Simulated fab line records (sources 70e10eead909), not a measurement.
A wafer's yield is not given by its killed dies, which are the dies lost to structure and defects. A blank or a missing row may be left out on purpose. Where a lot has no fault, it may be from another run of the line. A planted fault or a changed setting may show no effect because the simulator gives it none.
Comparing a struck lot with a sound one / flow nand-harc / 15 out of 1302 route steps
Sound: the wafers L297.3, L297.4, L297.6. Wafers struck: L313.1, L313.2, L313.5. Last of all comes the cause.
Each step with rows lists, per side, the tool, then ch with its chambers, then its first start. Under that, the readings that differ: sound wafers / struck wafers / difference of the means / sigmas: that difference in standard deviations of wafers without a fault.
alike: readings whose means differ by less than 2 such deviations, and words and numbers that are the same on both sides. not compared: withheld readings, readings that some wafer has no value for, bounds like >300 that may hide the same value, and numbers for which the record gives no deviation and whose values overlap.
A row with sigmas, a row that says differs or no value, or rows on one side alone: a step with any of these is where the two part. Non-overlapping numbers with no deviation appear without sigmas and do not part them. A reading missing from all wafers of one side parts the sides only when that side holds two or more wafers.

first, 8 steps without rows for these wafers: NHARC_A_M1_HMDS_02 (time 30 s); NHARC_A_M1_COAT_34 (time 65 s); NHARC_A_M1_COAT_03 (resist thk 90 nm); NHARC_A_M1_SOFTBAKE_04 (time 55 s); NHARC_A_M1_EBR_05; NHARC_A_M1_EXPOSE_06 (exposes mask A M1, target cd 120 nm); NHARC_A_M1_PEB_07 (peb time 65 s); NHARC_A_M1_DEVELOP_08 (develop time 35 s).
NHARC_A_M1_CD_MEAS_09: the cd target is 120 nm.
  sound on cd-sem-03 ch 0, day 25 02:57; struck on cd-sem-01 ch 0, day 31 22:59
  alike: cd-nm
NHARC_A_M1_OVL_MEAS_10: pitch 240 nm.
  sound: overlay-02 at day 25 03:02; struck: overlay-01 at day 31 23:04
  alike: overlay-x-nm, overlay-y-nm
NHARC_A_M1_INSPECT_11:
  sound: defect-inspect-01 at day 25 03:04; struck: defect-inspect-01 at day 31 23:07
  alike: raw-defect-count
NHARC_A_M1_DESCUM_14: chemistry O2, time 3 s.
  sound on rie-diel-11 ch 1,2, day 25 03:08; struck on rie-diel-11 ch 0,2,3, day 31 23:10
  alike: drypump-motor-current-A, oes-product-au, rf-vpp-V, showerhead-plenum-p-Torr, throttle-valve-pct
  not compared: rf-hours-counter-h
NHARC_A_M1_ETCH_35: etches the open film in N2/H2, target depth 40 nm, overetch 12 nm, time 43.94 s.
  sound on rie-diel-11 ch 0,2, day 25 03:13; struck on rie-diel-11 ch 1,2, day 31 23:15
  no value came back on the struck wafers for any of 7 readings (bias-w (W), chamber-pressure-mTorr (mTorr) and others); on the sound wafers bias-w (W) reads 149.6 149.4 150.4
  not compared: rf-hours-counter-h
NHARC_A_M1_ETCH_15: etches the open film in C4F8/Ar, target depth 182.5 nm, time 91.2 s.
  sound on rie-diel-11 ch 1,3; struck on rie-diel-11 ch 1,2,3, day 31 23:20
  alike: bias-w, chamber-pressure-mTorr, oes-product-au, rf-vpp-V
  not compared: rf-hours-counter-h
NHARC_END_SORT_01:
  sound on prober-02 ch 0, day 26 15:12; struck on prober-02 ch 0, day 33 11:29
reading=defect-limited-yield (%); sound=88.6; struck=0 0 0; difference=-89; sigmas=-39
reading=killed-at-array; sound=75; struck=663 670 670; difference=+593; sigmas=+37
reading=killed-at-other; sound=0; struck=4 3 1; difference=+3; sigmas=+2
reading=killed-dies; sound=77; struck=677 677 677; difference=+600; sigmas=+38
  alike: killed-at-periphery, killed-open, killed-short

== WHERE THEY PART ==
At NHARC_A_M1_ETCH_35 first; at NHARC_END_SORT_01 last (within this record only).

WHY: the cause the simulator had injected
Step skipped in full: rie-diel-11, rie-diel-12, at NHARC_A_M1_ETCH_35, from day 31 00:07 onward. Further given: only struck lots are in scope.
